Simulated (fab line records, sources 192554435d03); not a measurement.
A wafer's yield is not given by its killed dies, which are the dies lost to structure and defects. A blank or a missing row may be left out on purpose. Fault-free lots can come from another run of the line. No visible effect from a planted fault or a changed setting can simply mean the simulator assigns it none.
fab line records	flow n5_finfet
record lots=24	wafers=72	last_day=18
route steps=1938 shown BEOL_M10@1531 BEOL_M11@1539
lots that met no fault: from a run of the same line without faults
start_h: hours from the record's first day to the start of the lot's first wafer shown	wait_h: hours since the lot's step before	" identical to the entry in the row above	L1.1+2: several wafers, shown together as one row	- value missing, or start not given	* or withheld: withheld	< > ~ a bound
route shown NAME@n: NAME is a module with steps in the file, n the number in the route of the first one	usual: mean/standard deviation of fault-free wafers	same: alike in all rows	chamber/n: place in a boat	sites: the reading at each site	_std_site: the values' standard deviation	_edge_site: inner sites' mean taken away from outer sites' mean	radius_mm: for every site, how far away it sits from the centre of the wafer	mask NAME#n: copy n	behind: the tool/chamber that last shaped the wafer	hold: why the lot was held/for how many hours/how that ended	device: transistor that didn't switch, given as n, p or np	end of line: tests of these same wafers at the route's end	where a step has no rows: the recipe by itself	killed: not the wafer's yield, but the dies lost to structure and defects at the first sort	map: shows each die of a wafer: x if killed, . if not, _ if none is there
set.NAME: the setting the step ran with; set.NAME@STEP: the setting that earlier step ran with	model.NAME: the simulator's own value behind a step, which no gauge read
the route's steps for a sample of lots (tables are steps, rows are wafers)
services: when a tool's chamber went out of use (start_h, in hours from the record's first day, below 0 if earlier), for how many hours, and the reason
## steps
# step N5_BEOL_M10_THK_MEAS_53
# recipe thk_meas_gauge=xrf	reads=Cu_of_BEOL_M10_ECD_50
# usual M10_THK=139/3.1
lot.wafer	tool	chamber	start_h	wait_h	M10_THK[nm]
L075.1	film_metro-01	-	248.42	-	139
L075.2	"	-	"	"	137
L075.6	"	-	"	"	133
L074.3	film_metro-02	-	251.98	-	139
L074.5	"	-	"	"	139
L074.6	"	-	"	"	136
L076.4	film_metro-02	-	261.62	-	139
L076.5	"	-	"	"	135
L076.6	"	-	"	"	137
L077.2	film_metro-01	-	264.31	-	136
L077.5	"	-	"	"	139
L077.6	"	-	"	"	138
L079.2	film_metro-01	-	270.64	-	133
L079.3	"	-	"	"	139
L079.4	"	-	"	"	138
L078.3	film_metro-01	-	271.10	-	139
L078.4	"	-	"	"	137
L078.6	"	-	"	"	142
L080.2	film_metro-02	-	274.23	-	144
L080.5	"	-	"	"	136
L080.6	"	-	"	"	135
L083.3	film_metro-02	-	277.68	-	139
L083.5	"	-	"	"	135
L083.6	"	-	"	"	141
L081.1	film_metro-01	-	300.28	-	141
L081.4	"	-	"	"	141
L081.5	"	-	"	"	141
L084.2	film_metro-02	-	309.07	-	144
L084.3	"	-	"	"	138
L084.5	"	-	"	"	140
L082.1	film_metro-02	-	309.24	-	136
L082.3	"	-	"	"	145
L082.4	"	-	"	"	140
L088.1	film_metro-01	-	312.31	-	137
L088.5	"	-	"	"	144
L088.6	"	-	"	"	134
L085.2	film_metro-01	-	320.00	-	139
L085.3	"	-	"	"	144
L085.4	"	-	"	"	135
L086.1	film_metro-01	-	328.46	-	134
L086.5	"	-	"	"	140
L086.6	"	-	"	"	136
L087.1	film_metro-01	-	329.12	-	137
L087.3	"	-	"	"	144
L087.6	"	-	"	"	137
L089.2	film_metro-02	-	337.56	-	143
L089.5	"	-	"	"	142
L089.6	"	-	"	"	138
L092.1	film_metro-01	-	341.19	-	138
L092.4	"	-	"	"	136
L092.6	"	-	"	"	145
L091.1	film_metro-01	-	347.18	-	142
L091.2	"	-	"	"	137
L091.3	"	-	"	"	142
L090.1	film_metro-02	-	347.72	-	142
L090.3	"	-	"	"	138
L090.4	"	-	"	"	140
L093.1	film_metro-02	-	356.36	-	144
L093.2	"	-	"	"	137
L093.4	"	-	"	"	142
L094.1	film_metro-01	-	359.54	-	133
L094.5	"	-	"	"	138
L094.6	"	-	"	"	133
L095.3	film_metro-02	-	367.31	-	134
L095.5	"	-	"	"	140
L095.6	"	-	"	"	138
L096.1	film_metro-01	-	383.75	-	138
L096.2	"	-	"	"	144
L096.4	"	-	"	"	141
L097.2	film_metro-02	-	392.61	-	136
L097.3	"	-	"	"	140
L097.5	"	-	"	"	138
# step N5_BEOL_M11_PECVD_70
# recipe material=SiO2	target_thk_a=200	temp_c=400	precursor=TEOS/O2	pressure_torr=5.5	rf_w=450	teos_flow_sccm=53.8	gas=O2	flow_sccm=3000	time_s=22.7
# usual heater_power_w=744/110	showerhead_plenum_p_Torr=8.79/0.052	throttle_valve_pct=22.6/1.6
lot.wafer	tool	chamber	start_h	wait_h	heater_power_w	showerhead_plenum_p_Torr	throttle_valve_pct
L075.1	pecvd-04	1	249.35	0.0	820	8.73	22.4
L075.2	"	0	"	"	788	8.86	22.3
L075.6	"	2	"	"	637	8.71	20.4
L074.3	pecvd-01	0	252.80	0.0	932	8.76	27.0
L074.5	"	0	"	"	907	8.78	27.1
L074.6	"	2	"	"	589	8.77	22.2
L076.4	pecvd-02	0	262.46	0.1	795	8.88	22.6
L076.5	"	2	"	"	746	8.78	21.2
L076.6	"	1	"	"	682	8.80	23.9
L077.2	pecvd-01	0	265.13	0.0	1046	8.76	26.9
L077.5	"	2	"	"	723	8.78	22.2
L077.6	"	0	"	"	1032	8.77	26.9
L079.2	pecvd-01	2	271.46	0.0	715	8.76	22.0
L079.3	"	0	"	"	977	8.76	27.0
L079.4	"	0	"	"	966	8.78	27.0
L078.3	pecvd-01	2	271.96	0.0	708	8.76	22.3
L078.4	"	2	"	"	700	8.77	22.2
L078.6	"	1	"	"	816	8.85	21.7
L080.2	pecvd-02	1	275.54	0.0	620	8.81	23.5
L080.5	"	0	"	"	745	8.83	22.4
L080.6	"	1	"	"	642	8.80	23.8
L083.3	pecvd-02	1	278.99	0.0	606	8.79	24.0
L083.5	"	1	"	"	601	8.80	23.5
L083.6	"	2	"	"	755	8.81	21.1
L081.1	pecvd-02	1	301.43	0.0	608	8.78	23.5
L081.4	"	1	"	"	612	8.79	23.8
L081.5	"	1	"	"	598	8.77	23.6
L084.2	pecvd-04	0	309.99	0.0	781	8.85	22.1
L084.3	"	1	"	"	693	8.76	22.3
L084.5	"	0	"	"	785	8.87	22.4
L082.1	pecvd-02	1	310.27	0.0	671	8.80	23.9
L082.3	"	0	"	"	745	8.85	22.8
L082.4	"	1	"	"	679	8.77	23.9
L088.1	pecvd-02	1	313.63	0.0	648	8.79	23.8
L088.5	"	0	"	"	707	8.85	22.5
L088.6	"	2	"	"	692	8.81	21.1
L085.2	pecvd-02	0	321.37	0.0	754	8.87	22.3
L085.3	"	2	"	"	743	8.77	21.0
L085.4	"	0	"	"	714	8.86	22.4
L086.1	pecvd-04	2	329.29	0.0	614	8.69	21.0
L086.5	"	0	"	"	835	8.87	22.1
L086.6	"	2	"	"	583	8.73	21.2
L087.1	pecvd-04	2	329.95	0.0	637	8.71	20.9
L087.3	"	0	"	"	797	8.89	22.5
L087.6	"	2	"	"	634	8.70	20.8
L089.2	pecvd-04	1	338.38	0.0	725	8.75	22.6
L089.5	"	2	"	"	711	8.70	20.9
L089.6	"	0	"	"	759	8.85	22.1
L092.1	pecvd-04	1	342.02	0.0	739	8.75	22.3
L092.4	"	1	"	"	714	8.74	22.6
L092.6	"	2	"	"	607	8.72	20.7
L091.1	pecvd-04	1	348.02	0.0	759	8.76	22.4
L091.2	"	0	"	"	845	8.85	22.4
L091.3	"	2	"	"	603	8.70	20.9
L090.1	pecvd-04	0	348.54	0.0	778	8.86	21.9
L090.3	"	1	"	"	776	8.76	22.4
L090.4	"	0	"	"	794	8.87	22.4
L093.1	pecvd-01	1	357.18	0.0	769	8.83	21.6
L093.2	"	0	"	"	1001	8.79	27.3
L093.4	"	0	"	"	995	8.78	27.2
L094.1	pecvd-04	1	360.36	0.0	720	8.77	22.5
L094.5	"	2	"	"	741	8.71	21.0
L094.6	"	1	"	"	727	8.76	22.5
L095.3	pecvd-01	2	368.13	0.0	605	8.77	22.6
L095.5	"	1	"	"	741	8.83	22.0
L095.6	"	2	"	"	619	8.79	22.4
L096.1	pecvd-04	0	384.64	0.0	827	8.84	22.5
L096.2	"	1	"	"	736	8.75	22.7
L096.4	"	1	"	"	723	8.78	22.7
L097.2	pecvd-02	1	393.50	0.0	597	8.80	23.8
L097.3	"	2	"	"	629	8.79	21.5
L097.5	"	0	"	"	753	8.86	22.6
# step N5_BEOL_M11_INSPECT_13
# recipe mode=adi	inspect_instrument=brightfield
# usual raw_defect_count=475/110
lot.wafer	tool	chamber	start_h	wait_h	raw_defect_count
L075.1	defect_inspect-02	-	251.29	0.0	553
L075.2	"	-	"	"	550
L075.6	"	-	"	"	399
L074.3	defect_inspect-01	-	254.62	0.0	360
L074.5	"	-	"	"	573
L074.6	"	-	"	"	501
L076.4	defect_inspect-01	-	263.37	0.0	414
L076.5	"	-	"	"	424
L076.6	"	-	"	"	276
L077.2	defect_inspect-02	-	268.76	0.0	427
L077.5	"	-	"	"	362
L077.6	"	-	"	"	422
L079.2	defect_inspect-01	-	272.61	0.0	410
L079.3	"	-	"	"	462
L079.4	"	-	"	"	331
L078.3	defect_inspect-01	-	272.96	0.0	722
L078.4	"	-	"	"	464
L078.6	"	-	"	"	538
L080.2	defect_inspect-01	-	276.69	0.0	540
L080.5	"	-	"	"	504
L080.6	"	-	"	"	614
L083.3	defect_inspect-01	-	279.60	0.0	403
L083.5	"	-	"	"	492
L083.6	"	-	"	"	655
L081.1	defect_inspect-01	-	303.88	0.0	313
L081.4	"	-	"	"	362
L081.5	"	-	"	"	388
L084.2	defect_inspect-01	-	311.15	0.0	282
L084.3	"	-	"	"	446
L084.5	"	-	"	"	373
L082.1	defect_inspect-01	-	311.33	0.0	345
L082.3	"	-	"	"	440
L082.4	"	-	"	"	500
L088.1	defect_inspect-01	-	317.38	0.0	335
L088.5	"	-	"	"	449
L088.6	"	-	"	"	486
L085.2	defect_inspect-02	-	322.08	0.0	459
L085.3	"	-	"	"	435
L085.4	"	-	"	"	433
L086.1	defect_inspect-01	-	331.63	0.0	379
L086.5	"	-	"	"	494
L086.6	"	-	"	"	456
L087.1	defect_inspect-02	-	331.83	0.0	470
L087.3	"	-	"	"	333
L087.6	"	-	"	"	644
L089.2	defect_inspect-01	-	339.01	0.0	442
L089.5	"	-	"	"	536
L089.6	"	-	"	"	374
L092.1	defect_inspect-01	-	344.99	0.0	700
L092.4	"	-	"	"	573
L092.6	"	-	"	"	545
L091.1	defect_inspect-02	-	350.09	0.0	652
L091.2	"	-	"	"	551
L091.3	"	-	"	"	392
L090.1	defect_inspect-02	-	350.49	0.0	644
L090.3	"	-	"	"	699
L090.4	"	-	"	"	787
L093.1	defect_inspect-02	-	358.74	0.0	434
L093.2	"	-	"	"	402
L093.4	"	-	"	"	504
L094.1	defect_inspect-02	-	362.06	0.0	539
L094.5	"	-	"	"	455
L094.6	"	-	"	"	428
L095.3	defect_inspect-02	-	369.25	0.0	459
L095.5	"	-	"	"	462
L095.6	"	-	"	"	540
L096.1	defect_inspect-01	-	385.88	0.0	318
L096.2	"	-	"	"	358
L096.4	"	-	"	"	480
L097.2	defect_inspect-01	-	394.32	0.0	425
L097.3	"	-	"	"	357
L097.5	"	-	"	"	273
# step N5_BEOL_M11_OVL_MEAS_29
# recipe points_per_wafer=44
# usual V10_OVL=0.3/0.66
lot.wafer	tool	chamber	start_h	wait_h	V10_OVL[nm]
L075.1	overlay-02	0	253.45	0.0	-0.8
L075.2	"	0	"	"	-0.6
L075.6	"	0	"	"	-0.8
L074.3	overlay-01	0	255.64	0.0	0.4
L074.5	"	0	"	"	0.8
L074.6	"	0	"	"	0.8
L076.4	overlay-01	0	266.90	0.0	0.7
L076.5	"	0	"	"	0.1
L076.6	"	0	"	"	0.0
L077.2	overlay-02	0	270.50	0.0	0.5
L077.5	"	0	"	"	-0.4
L077.6	"	0	"	"	0.3
L078.3	overlay-02	0	275.14	0.0	0.4
L078.4	"	0	"	"	0.6
L078.6	"	0	"	"	-0.7
L079.2	overlay-02	0	275.31	0.0	0.3
L079.3	"	0	"	"	1.2
L079.4	"	0	"	"	0.2
L080.2	overlay-02	0	277.82	0.0	-0.8
L080.5	"	0	"	"	0.2
L080.6	"	0	"	"	0.0
L083.3	overlay-02	0	280.56	0.0	1.1
L083.5	"	0	"	"	0.4
L083.6	"	0	"	"	0.6
L081.1	overlay-02	0	305.55	0.0	0.1
L081.4	"	0	"	"	0.6
L081.5	"	0	"	"	1.1
L084.2	overlay-02	0	316.66	0.0	0.2
L084.3	"	0	"	"	-0.3
L084.5	"	0	"	"	-1.0
L082.1	overlay-02	0	316.83	0.0	0.9
L082.3	"	0	"	"	1.1
L082.4	"	0	"	"	0.1
L088.1	overlay-02	0	318.70	0.0	1.4
L088.5	"	0	"	"	0.6
L088.6	"	0	"	"	-0.3
L085.2	overlay-02	0	324.41	0.0	-0.5
L085.3	"	0	"	"	0.6
L085.4	"	0	"	"	0.2
L086.1	overlay-02	0	333.75	0.0	0.9
L086.5	"	0	"	"	0.6
L086.6	"	0	"	"	0.8
L087.1	overlay-02	0	333.92	0.0	0.2
L087.3	"	0	"	"	0.4
L087.6	"	0	"	"	0.2
L089.2	overlay-01	0	340.02	0.0	0.3
L089.5	"	0	"	"	-0.8
L089.6	"	0	"	"	0.8
L092.1	overlay-02	0	345.84	0.0	0.1
L092.4	"	0	"	"	-0.3
L092.6	"	0	"	"	0.1
L090.1	overlay-02	0	353.27	0.0	0.1
L090.3	"	0	"	"	0.4
L090.4	"	0	"	"	0.3
L091.1	overlay-02	0	353.44	0.0	1.1
L091.2	"	0	"	"	0.3
L091.3	"	0	"	"	0.2
L093.1	overlay-02	0	361.22	0.0	0.2
L093.2	"	0	"	"	0.9
L093.4	"	0	"	"	0.8
L094.1	overlay-01	0	362.99	0.0	0.3
L094.5	"	0	"	"	-0.5
L094.6	"	0	"	"	-0.2
L095.3	overlay-02	0	370.62	0.0	0.9
L095.5	"	0	"	"	0.8
L095.6	"	0	"	"	0.5
L096.1	overlay-02	0	389.74	0.0	1.2
L096.2	"	0	"	"	1.3
L096.4	"	0	"	"	0.4
L097.2	overlay-02	0	398.55	0.0	1.6
L097.3	"	0	"	"	1.0
L097.5	"	0	"	"	0.6
# step N5_BEOL_M11_ETCH_66
# recipe chemistry=N2/H2	target=SOC	target_depth_a=1200	overetch_a=240	mask_material=SiARC	temp_c=40	time_s=180	ion_energy_ev=200	pressure_mtorr=30	source_w=840	bias_w=150	n2_flow_sccm=200	h2_flow_sccm=200
# usual bias_w=150.0/0.47	drypump_motor_current_A=5.6/0.49	oes_product_au=0.65/0.061	rf_vpp_V=524.6/3	showerhead_plenum_p_Torr=2.58/0.11	throttle_valve_pct=17.95/0.23
lot.wafer	tool	chamber	start_h	wait_h	bias_w	drypump_motor_current_A	oes_product_au	rf_hours_counter_h	rf_vpp_V	showerhead_plenum_p_Torr	throttle_valve_pct
L075.1	rie_diel-04	0	253.62	0.0	149.3	4.8	0.71	29	527.3	2.71	17.64
L075.2	"	1	"	"	149.8	5.2	0.56	247	524.0	2.50	17.88
L075.6	"	0	"	"	150.2	4.8	0.71	-	528.3	2.71	17.65
L074.3	rie_diel-02	1	256.11	0.0	149.5	5.1	0.72	33	522.8	2.48	17.89
L074.5	"	2	"	"	149.0	5.8	0.68	-	526.8	2.70	17.84
L074.6	"	3	"	"	149.7	5.7	0.71	-	522.4	2.50	18.02
L076.4	rie_diel-02	3	267.04	0.0	148.5	5.7	0.71	47	521.8	2.50	18.02
L076.5	"	0	"	"	150.7	5.7	0.57	-	523.7	2.52	18.13
L076.6	"	1	"	"	150.2	5.1	0.71	-	523.0	2.48	17.91
L077.2	rie_diel-02	0	270.64	0.0	150.8	5.7	0.57	218	523.9	2.52	18.10
L077.5	"	1	"	"	150.2	5.1	0.71	-	522.4	2.48	17.91
L077.6	"	0	"	"	150.3	5.7	0.57	-	521.6	2.52	18.11
L078.3	rie_diel-04	3	275.32	0.0	150.6	6.2	0.62	150	522.9	2.46	18.31
L078.4	"	3	"	"	150.3	6.2	0.61	-	521.1	2.46	18.31
L078.6	"	2	"	"	150.1	6.2	0.66	-	527.7	2.68	18.08
L079.2	rie_diel-04	2	275.78	0.0	149.6	6.1	0.66	68	527.9	2.68	18.06
L079.3	"	3	"	"	150.3	6.2	0.61	150	521.1	2.46	18.31
L079.4	"	3	"	"	150.4	6.2	0.62	-	521.3	2.46	18.32
L080.2	rie_diel-05	3	278.16	0.0	150.2	5.9	0.66	71	527.7	2.69	17.73
L080.5	"	1	"	"	149.9	6.3	0.56	-	522.8	2.53	18.29
L080.6	"	3	"	"	150.2	5.9	0.66	-	529.1	2.69	17.74
L083.3	rie_diel-04	0	280.70	0.0	150.3	4.8	0.69	38	528.0	2.71	17.66
L083.5	"	0	"	"	150.0	4.8	0.69	-	528.6	2.71	17.67
L083.6	"	2	"	"	150.8	6.1	0.66	-	528.6	2.68	18.08
L081.1	rie_diel-04	2	305.69	0.0	149.5	6.2	0.65	77	527.7	2.68	18.06
L081.4	"	1	"	"	150.9	5.2	0.78	6	521.7	2.49	17.51
L081.5	"	0	"	"	149.8	4.8	0.67	-	528.4	2.70	17.66
L084.2	rie_diel-04	3	316.80	0.0	150.3	6.2	0.61	163	519.9	2.46	18.32
L084.3	"	2	"	"	150.3	6.2	0.65	81	527.5	2.68	18.10
L084.5	"	1	"	"	150.7	5.2	0.77	-	522.7	2.49	17.51
L082.1	rie_diel-04	1	317.27	0.0	150.6	5.2	0.77	10	521.8	2.49	17.50
L082.3	"	2	"	"	149.4	6.2	0.65	81	528.6	2.68	18.10
L082.4	"	0	"	"	150.0	4.8	0.67	50	528.6	2.70	17.67
L088.1	rie_diel-04	2	318.84	0.0	150.3	6.1	0.65	81	527.0	2.68	18.11
L088.5	"	3	"	"	149.7	6.2	0.61	-	520.4	2.46	18.30
L088.6	"	0	"	"	149.9	4.8	0.68	-	529.1	2.70	17.66
L085.2	rie_diel-05	1	324.90	0.0	150.1	6.3	0.54	232	521.6	2.53	18.32
L085.3	"	3	"	"	151.1	5.9	0.65	88	527.2	2.68	17.76
L085.4	"	2	"	"	150.3	5.5	0.62	133	521.3	2.45	17.96
L086.1	rie_diel-05	0	333.94	0.0	150.1	5.3	0.75	11	527.7	2.73	17.87
L086.5	"	1	"	"	150.0	6.3	0.55	-	523.0	2.53	18.32
L086.6	"	0	"	"	150.8	5.4	0.75	-	529.1	2.73	17.88
L087.1	rie_diel-04	0	334.08	0.0	150.2	4.8	0.67	55	527.9	2.70	17.70
L087.3	"	2	"	"	149.0	6.1	0.65	84	528.0	2.68	18.10
L087.6	"	1	"	"	150.3	5.2	0.78	-	522.4	2.49	17.51
L089.2	rie_diel-02	1	340.18	0.0	150.3	5.1	0.68	61	521.6	2.47	17.94
L089.5	"	0	"	"	149.8	5.7	0.55	-	523.0	2.51	18.15
L089.6	"	1	"	"	150.1	5.1	0.68	-	522.9	2.47	17.97
L092.1	rie_diel-02	2	345.98	0.0	149.9	5.9	0.66	83	527.5	2.68	17.91
L092.4	"	0	"	"	150.2	5.8	0.55	244	521.9	2.51	18.15
L092.6	"	0	"	"	149.7	5.8	0.55	-	522.9	2.51	18.17
L090.1	rie_diel-05	0	353.41	0.0	150.8	5.4	0.74	17	526.5	2.73	17.89
L090.3	"	3	"	"	149.4	5.9	0.64	96	527.9	2.68	17.74
L090.4	"	2	"	"	150.1	5.5	0.61	142	519.8	2.44	17.96
L091.1	rie_diel-04	0	353.58	0.0	150.6	4.8	0.67	62	526.7	2.70	17.69
L091.2	"	2	"	"	150.6	6.1	0.64	91	526.9	2.67	18.12
L091.3	"	1	"	"	149.4	5.2	0.75	21	523.3	2.48	17.54
L093.1	rie_diel-02	3	361.36	0.0	150.4	5.7	0.67	79	523.8	2.49	18.08
L093.2	"	1	"	"	150.5	5.1	0.67	68	522.9	2.47	17.97
L093.4	"	0	"	"	150.5	5.7	0.55	-	522.3	2.51	18.16
L094.1	rie_diel-05	1	363.14	0.0	149.4	6.3	0.53	244	523.8	2.52	18.34
L094.5	"	3	"	"	149.3	5.9	0.64	-	525.5	2.68	17.79
L094.6	"	0	"	"	150.3	5.4	0.74	-	528.2	2.73	17.89
L095.3	rie_diel-02	3	370.76	0.0	150.2	5.7	0.67	84	522.1	2.48	18.09
L095.5	"	1	"	"	150.1	5.1	0.67	-	522.2	2.47	17.97
L095.6	"	3	"	"	149.5	5.8	0.67	-	522.4	2.48	18.08
L096.1	rie_diel-05	3	389.88	0.0	150.7	5.9	0.64	104	527.0	2.68	17.78
L096.2	"	2	"	"	150.1	5.5	0.61	151	520.8	2.44	17.97
L096.4	"	0	"	"	150.2	5.4	0.73	-	529.2	2.73	17.91
L097.2	rie_diel-05	3	398.69	0.0	150.1	5.9	0.63	107	526.6	2.67	17.79
L097.3	"	0	"	"	149.8	5.4	0.72	29	527.8	2.72	17.90
L097.5	"	0	"	"	150.2	5.4	0.71	-	529.1	2.72	17.91
# step N5_BEOL_M11_PRE_CLEAN_45
# recipe gas=H2/He	time_s=30	temp_c=250
# usual heater_power_w=322/24
lot.wafer	tool	chamber	start_h	wait_h	heater_power_w
L075.1	pvd_sputter-01	-	254.85	0.0	289
L075.2	"	-	"	"	341
L075.6	"	-	"	"	327
L074.3	pvd_sputter-03	-	259.24	0.0	323
L074.5	"	-	"	"	304
L074.6	"	-	"	"	316
L076.4	pvd_sputter-02	-	269.17	0.0	309
L076.5	"	-	"	"	356
L076.6	"	-	"	"	321
L077.2	pvd_sputter-01	-	272.01	0.0	301
L077.5	"	-	"	"	352
L077.6	"	-	"	"	322
L078.3	pvd_sputter-03	-	276.60	0.0	318
L078.4	"	-	"	"	339
L078.6	"	-	"	"	324
L079.2	pvd_sputter-02	-	276.82	0.0	312
L079.3	"	-	"	"	300
L079.4	"	-	"	"	366
L080.2	pvd_sputter-02	-	279.12	0.0	283
L080.5	"	-	"	"	286
L080.6	"	-	"	"	315
L083.3	pvd_sputter-01	-	281.69	0.0	317
L083.5	"	-	"	"	306
L083.6	"	-	"	"	318
L081.1	pvd_sputter-03	-	307.01	0.0	302
L081.4	"	-	"	"	370
L081.5	"	-	"	"	348
L084.2	pvd_sputter-02	-	317.90	0.0	290
L084.3	"	-	"	"	376
L084.5	"	-	"	"	322
L082.1	pvd_sputter-02	-	318.88	0.0	314
L082.3	"	-	"	"	288
L082.4	"	-	"	"	366
L088.1	pvd_sputter-03	-	320.23	0.0	308
L088.5	"	-	"	"	301
L088.6	"	-	"	"	309
L085.2	pvd_sputter-01	-	326.89	0.0	323
L085.3	"	-	"	"	292
L085.4	"	-	"	"	295
L086.1	pvd_sputter-01	-	335.00	0.0	321
L086.5	"	-	"	"	319
L086.6	"	-	"	"	296
L087.1	pvd_sputter-01	-	335.32	0.0	336
L087.3	"	-	"	"	315
L087.6	"	-	"	"	331
L089.2	pvd_sputter-03	-	341.29	0.0	314
L089.5	"	-	"	"	293
L089.6	"	-	"	"	309
L092.1	pvd_sputter-01	-	347.06	0.0	295
L092.4	"	-	"	"	316
L092.6	"	-	"	"	322
L090.1	pvd_sputter-01	-	354.52	0.0	319
L090.3	"	-	"	"	296
L090.4	"	-	"	"	326
L091.1	pvd_sputter-02	-	355.05	0.0	308
L091.2	"	-	"	"	314
L091.3	"	-	"	"	287
L093.1	pvd_sputter-02	-	362.65	0.0	290
L093.2	"	-	"	"	377
L093.4	"	-	"	"	310
L094.1	pvd_sputter-03	-	366.33	0.0	301
L094.5	"	-	"	"	299
L094.6	"	-	"	"	372
L095.3	pvd_sputter-01	-	372.66	0.0	297
L095.5	"	-	"	"	320
L095.6	"	-	"	"	337
L096.1	pvd_sputter-01	-	390.86	0.0	331
L096.2	"	-	"	"	320
L096.4	"	-	"	"	339
L097.2	pvd_sputter-01	-	399.82	0.0	294
L097.3	"	-	"	"	327
L097.5	"	-	"	"	344
## services
tool	chamber	start_h	hours	kind
rie_diel-05	1	238.66	19.1	repair
rie_diel-02	3	253.47	2.3	repair
pecvd-01	-	256.66	1.3	repair
rie_diel-04	1	263.33	-	clean
rie_diel-04	1	263.33	-	consumable_replace:focus_ring
pecvd-02	2	271.16	5.5	scheduled_down
rie_diel-05	0	273.24	-	clean
rie_diel-05	0	273.24	-	consumable_replace:focus_ring
rie_diel-05	0	273.24	-	consumable_replace:showerhead
pecvd-01	2	293.32	26.4	repair
pecvd-02	0	298.62	5.5	scheduled_down
pvd_sputter-01	-	312.40	8.6	repair
pecvd-02	0	331.53	2.1	scheduled_down
pecvd-01	-	340.65	9.4	repair
pecvd-04	2	349.70	5.5	scheduled_down
rie_diel-04	3	352.37	5.9	repair
rie_diel-05	3	368.86	6.4	repair
rie_diel-02	0	371.14	-	clean
rie_diel-02	0	371.14	-	consumable_replace:focus_ring
rie_diel-02	0	371.14	15.0	scheduled_down
rie_diel-05	-	372.88	0.2	repair
rie_diel-05	0	381.64	1.3	repair
pecvd-02	2	382.62	2.1	scheduled_down
pecvd-02	-	396.33	0.6	repair
## key
fault none
